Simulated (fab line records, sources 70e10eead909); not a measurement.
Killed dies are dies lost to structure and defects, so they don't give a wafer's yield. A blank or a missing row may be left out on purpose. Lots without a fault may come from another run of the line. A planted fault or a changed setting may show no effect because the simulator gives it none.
Which tool did it? | flow nand_harc | 12 lots, 36 wafers sampled, at 4 steps of a route of 1159

WHAT THE GAUGES READ, wafer by wafer
NHARC_THIN_TSV_CD_MEAS_12: target cd 1000 nm. Usual: cd_nm 1000.4 nm, standard deviation 2.3.
lot  | measured     | on        | cd_nm (nm)           | flag
L172 | day 19 03:44 | cd_sem-02 | 1001.1 998.1 999.8   |
L173 | day 18 20:55 | cd_sem-03 | 1000.6 1002.1 1001.3 |
L175 | day 19 10:32 | cd_sem-01 | 1003.8 1002.2 1003.2 |
L174 | day 19 02:32 | cd_sem-03 | 1002.1 997.4 999.4   |
L176 | day 19 11:43 | cd_sem-01 | 1001.8 1002.3 1003.4 |
L177 | day 21 09:10 | cd_sem-01 | 1002.7 1003.5 1000.7 |
L178 | day 20 22:49 | cd_sem-01 | 1001.7 995.7 995.7   |
L179 | day 20 04:28 | cd_sem-02 | 995.3 996.2 996.1    |
L183 | day 21 17:28 | cd_sem-01 | 1000.9 998.6 999.2   |
L190 | day 23 13:28 | cd_sem-01 | 997.1 998.8 999.3    |
L192 | day 23 20:30 | cd_sem-02 | 997.5 999.5 998.3    |
L194 | day 24 10:59 | cd_sem-01 | 1004.8 1004.7 1002.1 |

NHARC_THIN_TSV_CD_MEAS_16. Usual: cd_nm 1000.6 nm, standard deviation 2.4.
lot  | measured     | on        | cd_nm (nm)           | flag
L172 | day 19 04:41 | cd_sem-01 | 1000.4 999.5 1001.2  |
L173 | day 18 21:53 | cd_sem-01 | 1001.2 1002.2 1002.0 |
L175 | day 19 11:29 | cd_sem-03 | 1005.2 1002.2 1003.3 |
L174 | day 19 03:29 | cd_sem-02 | 1002.7 998.7 998.9   |
L176 | day 19 12:41 | cd_sem-01 | 1002.6 1003.5 1003.4 |
L177 | day 21 10:08 | cd_sem-03 | 1001.9 1004.4 1000.3 |
L178 | day 20 23:47 | cd_sem-03 | 1002.9 996.4 997.7   |
L179 | day 20 05:26 | cd_sem-02 | 995.2 996.6 996.2    |
L183 | day 21 18:26 | cd_sem-03 | 1001.0 999.6 999.5   |
L190 | day 23 14:25 | cd_sem-02 | 997.9 999.7 999.5    |
L192 | day 23 21:29 | cd_sem-03 | 997.9 1000.1 998.9   |
L194 | day 24 11:58 | cd_sem-02 | 1003.5 1004.6 1000.4 |

NHARC_END_WLT_00. Usual: VT_DECK1_BOTTOM 0.867, standard deviation 0.008; VT_DECK1_BOTTOM_INNER 0.868, standard deviation 0.0077; VT_DECK1_MEDIAN_NEAR_BOTTOM 0.868, standard deviation 0.0081; VT_DECK1_MEDIAN_NEAR_BOTTOM_INNER 0.868, standard deviation 0.008; VT_DECK1_MIDDLE 0.881, standard deviation 0.0064; VT_DECK1_MIDDLE_INNER 0.881, standard deviation 0.0066; VT_DECK1_TOP 0.892, standard deviation 0.0067; VT_DECK1_TOP_INNER 0.892, standard deviation 0.0072.
lot  | measured     | on        | VT_DECK1_BOTTOM   | VT_DECK1_BOTTOM_INNER | VT_DECK1_MEDIAN_NEAR_BOTTOM | VT_DECK1_MEDIAN_NEAR_BOTTOM_INNER | VT_DECK1_MIDDLE   | VT_DECK1_MIDDLE_INNER | VT_DECK1_TOP      | VT_DECK1_TOP_INNER | flag
L172 | day 19 21:34 | prober-01 | 0.873 0.857 0.864 | 0.872 0.844 0.865     | 0.866 0.858 0.863           | 0.863 0.857 0.868                 | 0.876 0.868 0.870 | 0.875 0.869 0.877     | 0.880 0.889 0.883 | 0.888 0.884 0.885  |
L173 | day 19 07:33 | prober-02 | 0.858 0.864 0.875 | 0.864 0.866 0.878     | 0.871 0.871 0.880           | 0.867 0.870 0.864                 | 0.882 0.888 0.885 | 0.892 0.877 0.883     | 0.898 0.898 0.889 | 0.900 0.897 0.888  |
L175 | day 20 05:22 | prober-01 | 0.875 0.870 0.854 | 0.880 0.860 0.854     | 0.876 0.863 0.856           | 0.878 0.860 0.858                 | 0.886 0.889 0.870 | 0.888 0.875 0.874     | 0.895 0.892 0.892 | 0.883 0.896 0.899  |
L174 | day 19 14:23 | prober-02 | 0.869 0.870 0.867 | 0.869 0.869 0.869     | 0.861 0.869 0.873           | 0.860 0.865 0.874                 | 0.877 0.878 0.886 | 0.873 0.875 0.887     | 0.887 0.890 0.887 | 0.886 0.884 0.887  |
L176 | day 19 22:13 | prober-02 | 0.865 0.861 0.873 | 0.867 0.866 0.867     | 0.860 0.870 0.869           | 0.859 0.867 0.868                 | 0.875 0.876 0.881 | 0.882 0.877 0.883     | 0.898 0.890 0.885 | 0.892 0.899 0.889  |
L177 | day 21 22:17 | prober-02 | 0.861 0.868 0.870 | 0.862 0.870 0.873     | 0.873 0.867 0.863           | 0.873 0.881 0.877                 | 0.890 0.885 0.888 | 0.887 0.886 0.885     | 0.905 0.903 0.893 | 0.910 0.895 0.905  |
L178 | day 21 10:01 | prober-02 | 0.868 0.858 0.856 | 0.866 0.865 0.865     | 0.865 0.848 0.862           | 0.869 0.857 0.861                 | 0.881 0.872 0.878 | 0.886 0.875 0.876     | 0.876 0.887 0.891 | 0.885 0.885 0.892  |
L179 | day 20 18:33 | prober-02 | 0.872 0.867 0.867 | 0.862 0.862 0.860     | 0.874 0.859 0.865           | 0.874 0.863 0.873                 | 0.879 0.883 0.881 | 0.887 0.878 0.875     | 0.901 0.893 0.901 | 0.892 0.898 0.897  |
L183 | day 22 06:46 | prober-02 | 0.888 0.891 0.895 | 0.898 0.888 0.897     | 0.894 0.902 0.897           | 0.893 0.891 0.902                 | 0.902 0.902 0.905 | 0.899 0.899 0.913     | 0.915 0.914 0.915 | 0.910 0.909 0.916  | OFF
L190 | day 24 00:30 | prober-01 | 0.878 0.866 0.867 | 0.879 0.864 0.863     | 0.872 0.865 0.867           | 0.877 0.866 0.870                 | 0.879 0.878 0.880 | 0.883 0.876 0.881     | 0.892 0.897 0.884 | 0.889 0.898 0.886  |
L192 | day 24 08:27 | prober-02 | 0.861 0.872 0.868 | 0.863 0.858 0.871     | 0.869 0.862 0.869           | 0.868 0.872 0.871                 | 0.870 0.877 0.882 | 0.874 0.878 0.878     | 0.886 0.888 0.891 | 0.892 0.885 0.884  |
L194 | day 24 23:41 | prober-01 | 0.873 0.851 0.861 | 0.874 0.856 0.866     | 0.873 0.862 0.862           | 0.876 0.867 0.857                 | 0.884 0.871 0.879 | 0.892 0.871 0.879     | 0.889 0.886 0.899 | 0.887 0.886 0.889  |

WHICH TOOL RAN EACH LOT (tool, then ch and the chambers of the sampled wafers, then the start)
lot  | NHARC_P_GATE_PRECLEAN_70
L172 | wet_bench-03 ch 3,4,6, day 4 06:21
L173 | wet_bench-09 ch 0,1,2, day 4 06:21
L175 | wet_bench-03 ch 3,4,6, day 4 11:38
L174 | wet_bench-04 ch 2,4,5, day 4 11:38
L176 | wet_bench-03 ch 0,2,3, day 4 20:23
L177 | wet_bench-09 ch 5,6,7, day 5 03:34
L178 | wet_bench-03 ch 1,6,7, day 5 12:54
L179 | wet_bench-04 ch 0,2,4, day 5 20:24
L183 | wet_bench-03 ch 0,1,5, day 6 22:40
L190 | wet_bench-04 ch 1,3,7, day 8 12:40
L192 | wet_bench-04 ch 3,6,7, day 8 19:50
L194 | wet_bench-09 ch 2,3,5, day 9 10:08
- NHARC_P_GATE_PRECLEAN_70: cleans in SC1.

WHAT THE TOOLS THEMSELVES READ (means of the sampled wafers that have a number; where no wafer has one, the mark that the record gives instead)
NHARC_P_GATE_PRECLEAN_70. Usual: sc1_h2o2_end_mol_l 0.3699, standard deviation 0.00062.
lot  | tool         | sc1_h2o2_end_mol_l | flag
L172 | wet_bench-03 | 0.3695             |
L173 | wet_bench-09 | 0.3693             |
L175 | wet_bench-03 | 0.3706             |
L174 | wet_bench-04 | 0.3699             |
L176 | wet_bench-03 | 0.3703             |
L177 | wet_bench-09 | 0.3694             |
L178 | wet_bench-03 | 0.3702             |
L179 | wet_bench-04 | 0.3697             |
L183 | wet_bench-03 | 0.3695             |
L190 | wet_bench-04 | 0.3703             |
L192 | wet_bench-04 | 0.3700             |
L194 | wet_bench-09 | 0.3697             |

THE ANSWER, worked out from the rows above alone
Rule: a lot is off if the mean of its wafers that have a number lies more than 3 standard deviations from the usual mean. A lot without any number at a reading at which 4 lots or more have one is off too. The other lots that the step has rows for count as sound. The gauges are gone through in route order, then the tools' own readings, and for those a lot's mean is taken as printed above. The first step at which some lot is off is used, and at that step the reading that is off furthest; a lot without a number counts as furthest.
Off: L183, at NHARC_END_WLT_00 (VT_DECK1_MEDIAN_NEAR_BOTTOM).
A tool fits if, at a process step before that reading, it ran every lot that is off, and no sound lot after the first of them. The gauges at NHARC_END_WLT_00 are tried like those tools. One fits: wet_bench-03 at NHARC_P_GATE_PRECLEAN_70. Its last sound lot is L178 (day 5 12:54), its first lot that is off L183 (day 6 22:40): a fault that began between those two fits.

WHAT THE SIMULATOR HAD PUT IN
Metallic contamination source: wet_bench-03, from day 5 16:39 on, at NHARC_P_GATE_PRECLEAN_70. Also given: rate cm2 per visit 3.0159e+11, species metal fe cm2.
Lots struck among those shown: L183. The rule above found the same.
